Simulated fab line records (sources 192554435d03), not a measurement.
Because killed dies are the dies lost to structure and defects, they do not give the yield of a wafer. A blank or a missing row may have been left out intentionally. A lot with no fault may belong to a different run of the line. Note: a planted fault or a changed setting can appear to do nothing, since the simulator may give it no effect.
One fault seen from 3 desks | flow n5_finfet | each desk has only its own numbers; what lay behind them comes last

== TOOL OWNER'S DESK, litho_track-01 ==
The tool's own readings at N5_HKMG_FIN_COAT_06 (resist thk 90 nm): means of the sampled wafers that have a number, for each lot that ran on this tool. Any lot whose mean is over 4 standard deviations away from the usual mean is out of limits and marked OUT; that distance is given in the brackets.
Columns: A = dispense_pressure_kPa at N5_HKMG_FIN_COAT_06, usual 52.5 kPa; B = spin_speed_rpm at N5_HKMG_FIN_COAT_06, usual 1500.1 rpm
lot  | first seen here | A    | B
L827 | day 5 21:37     | 51.2 | 1500.4
L834 | day 7 14:28     | 51.2 | 1383.4 (-99 or more) OUT
L835 | day 7 22:47     | 51.2 | 1384.4 (-99 or more) OUT
This desk's finding: out of limits on L834, L835; first on L834, day 7 14:28 (spin_speed_rpm at N5_HKMG_FIN_COAT_06). In limits: L827.

== FROM THE METROLOGY DESK ==
Means of the sampled wafers that have a number, per lot and without regard to the tool the lot ran on: this is what the gauges read. Any lot whose mean is over 4 standard deviations away from the usual mean is out of limits and marked OUT; that distance is given in the brackets. Readings shown: 7 of its 13, picked as those furthest out on some lot.
Columns: A = cd_nm at N5_HKMG_FIN_CD_MEAS_12, usual 92.5 nm; B = NWFM_OVL at N5_HKMG_FIN_OVL_MEAS_13, usual 0.2 nm; C = DIBL_P at N5_BEOL_M4_RC_MEAS_101, usual 36.5 mV/V; D = IOFF_N at N5_BEOL_M4_RC_MEAS_101, usual 0.16 nA/um; E = ION_N at N5_BEOL_M4_RC_MEAS_101, usual 675 uA/um; F = SS_P at N5_BEOL_M4_RC_MEAS_101, usual 73.3 mV/dec; G = VT_P at N5_BEOL_M4_RC_MEAS_101, usual -249.1 mV
lot  | first seen here | A    | B    | C    | D    | E   | F    | G
L826 | day 5 14:35     | 92.6 | 0.5  | 34.9 | 0.13 | 666 | 73.3 | -253.3
L827 | day 5 21:06     | 92.2 | 0.1  | 35.2 | 0.16 | 676 | 73.1 | -248.5
L834 | day 7 13:58     | 92.0 | 0.1  | 36.5 | 0.17 | 675 | 73.7 | -248.4
L835 | day 7 22:17     | 91.1 | -0.5 | 35.9 | 0.16 | 677 | 73.2 | -247.8
L842 | day 9 17:17     | 92.9 | -0.0 | 39.7 | 0.20 | 689 | 74.1 | -247.2
L843 | day 9 19:49     | 92.3 | -0.2 | 38.2 | 0.17 | 690 | 73.7 | -247.2
This desk's verdict: no lot among the 6 shows anything out of limits.

== THE DEFECT DESK ==
Lot by lot, what the route's inspections counted, given as the mean of those sampled wafers with a number. Any lot whose mean is over 4 standard deviations away from the usual mean is out of limits and marked OUT; that distance is given in the brackets.
Columns: A = raw_defect_count at N5_HKMG_FIN_INSPECT_14, usual 2.1
lot  | first seen here | A
L826 | day 5 15:31     | 3.7
L827 | day 5 21:55     | 2.0
L834 | day 7 14:53     | 1.7
L835 | day 7 23:13     | 2.0
L842 | day 9 18:08     | 1.7
L843 | day 9 20:45     | 3.3
This desk's verdict: no lot among the 6 shows anything out of limits.

== PUT TOGETHER ==
An alarm could have come from the tool owner's desk at day 7 14:28, on L834, L835.
Metrology desk: nothing out of limits seen.
The defect desk saw nothing out of limits.
The metrology desk has L834, L835 on record, within its limits.
The defect desk has L834, L835 on record, within its limits.
All the named lots went through N5_HKMG_FIN_COAT_06 on litho_track-01.

== WHAT THE SIMULATOR PUT IN ==
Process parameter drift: litho_track-01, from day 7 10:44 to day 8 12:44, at N5_HKMG_FIN_COAT_06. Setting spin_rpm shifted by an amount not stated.
Shown lots that were struck: L834, L835.
Delay in hours, fault start to first out-of-limits reading, by desk: the tool owner's desk at 4.
